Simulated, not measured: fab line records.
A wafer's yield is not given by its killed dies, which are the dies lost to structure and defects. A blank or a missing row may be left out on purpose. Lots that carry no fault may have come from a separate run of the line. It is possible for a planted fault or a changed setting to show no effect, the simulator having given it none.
Struck lot and sound lot, side by side    flow n5 finfet    36 steps out of a route of 1938
Sound: these wafers, L864.2, L864.4, L864.5. Struck: wafer L881.3 (left out: L881.1, L881.4 of the same lot, which were not struck); the cause appears at the end.
At each step with rows: each side's tool, then ch and its chambers, then its first start. Under that, the readings that differ: sound wafers    struck wafers    difference of the means    sigmas: that difference in standard deviations of wafers without a fault.
alike: a reading whose means differ by less than 2 such deviations, as well as words and numbers matching on both sides. not compared: withheld readings; readings where some wafer has no value; bounds like >300 that might hide an equal value; numbers whose values overlap and for which the record gives no deviation.
Wherever a step has rows on one side only, a row that says differs or no value, or a row with sigmas, the two part there. Numbers that have no deviation but don't overlap get no sigmas and don't part them. Lack of a reading on every wafer of one side parts them only where that side has two or more wafers.

first, 9 steps without rows for these wafers: N5_BEOL_M9_COAT_60 (time 60 s, resist thk 30 nm); N5_BEOL_M9_COAT_05 (resist thk 90 nm); N5_BEOL_M9_EBR_07; N5_BEOL_M9_SOFTBAKE_06 (time 60 s); N5_BEOL_M9_EXPOSE_08 (exposes mask M9); N5_BEOL_M9_PEB_09 (peb time 60 s); N5_BEOL_M9_DEVELOP_10 (develop time 30 s); N5_BEOL_M9_DESCUM_16 (chemistry O2, time 7.9 s); N5_BEOL_M9_ETCH_61 (etches SiARC in CF4, target depth 39 nm, time 65 s).
N5_BEOL_M9_ETCH_62: etches SOC in N2/H2, target depth 110 nm, overetch 22 nm, time 165 s.
  sound on rie diel-01 ch 0,3, day 9 15:11; struck on rie diel-01 ch 1, day 13 12:22
reading                                     sound           struck  difference  sigmas
model.SiARC_of_BEOL_M9_COAT_60.thk nm (nm)  23.4 23.6 23.4  19      -4          
model.BEOL_M9.cd offset nm (nm)             0.6 1.4 1.4     2       +1          
  alike: drypump motor current A, h2 flow sccm, oes product au, rf vpp V, showerhead plenum p Torr, throttle valve pct
  not compared: rf hours counter h
then, 2 steps without rows for these wafers: N5_BEOL_M9_STRIP_68 (strips in N2/H2); N5_BEOL_M9_STRIP_67 (strips in CF4).
N5_BEOL_M9_HM_OPEN_17: chemistry Cl2/BCl3, target TiN, target depth 20 nm, overetch 6 nm.
  sound on rie metal-03 ch 1, day 9 15:25; struck on rie metal-03 ch 0, day 13 12:33
reading                          sound              struck  difference  sigmas
throttle valve pct (%)           22.01 22.02 22.02  22.38   +0.36       +3
model.BEOL_M9.cd offset nm (nm)  0.6 1.4 1.2        2       +1          
  alike: drypump motor current A, oes product au
  not compared: rf hours counter h
then, 22 steps without rows for these wafers: N5_BEOL_M9_STRIP_19 (strips in O2); N5_BEOL_M9_COAT_63 (time 60 s, resist thk 60 nm); N5_BEOL_M9_COAT_64 (time 60 s, resist thk 12 nm); N5_BEOL_M9_COAT_75 (time 60 s, resist thk 5 nm); N5_BEOL_M9_COAT_22 (resist thk 30 nm); N5_BEOL_M9_EBR_24; N5_BEOL_M9_SOFTBAKE_23 (time 60 s); N5_BEOL_M9_EXPOSE_25 (exposes mask V8); N5_BEOL_M9_PEB_26 (peb time 60 s); N5_BEOL_M9_DEVELOP_27 (develop time 30 s); N5_BEOL_M9_DESCUM_33 (chemistry O2, time 7 s); N5_BEOL_M9_ETCH_76 (etches underlayer in N2/H2, target depth 6.5 nm, time 5.2 s); N5_BEOL_M9_ETCH_65 (etches SiARC in CF4, target depth 15.6 nm, time 26 s); N5_BEOL_M9_ETCH_66 (etches SOC in N2/H2, target depth 80 nm, overetch 16 nm, time 120 s); N5_BEOL_M9_STRIP_69 (strips in N2/H2); N5_BEOL_M9_STRIP_77 (strips in N2/H2); N5_BEOL_M9_VIA_ETCH_34 (etches SiCOH lowk in C4F6/O2, target depth 182.4 nm, time 68.4 s); N5_BEOL_M9_STRIP_73 (strips in C4F6/O2); N5_BEOL_M9_STRIP_36 (strips in N2/H2); N5_BEOL_M9_TRENCH_ETCH_37 (etches SiCOH lowk in C4F6/O2, target depth 151.43 nm, time 49 s); N5_BEOL_M9_ETCH_41 (etches SiCN in CH3F/O2, target depth 36.6 nm, time 70.1 s); N5_BEOL_M9_STRIP_80 (strips in N2/H2, time 10 s).
N5_BEOL_M9_CD_MEAS_35: target cd 70 nm, target cd y 40 nm.
  sound on cd sem-03, day 9 17:02; struck on cd sem-02, day 13 14:16
  alike: cd nm

== WHERE THEY PART ==
N5_BEOL_M9_HM_OPEN_17 only, going by this record. Later steps at which nothing parts them and some readings are alike: N5_BEOL_M9_CD_MEAS_35.

WHY: what had been put in by the simulator
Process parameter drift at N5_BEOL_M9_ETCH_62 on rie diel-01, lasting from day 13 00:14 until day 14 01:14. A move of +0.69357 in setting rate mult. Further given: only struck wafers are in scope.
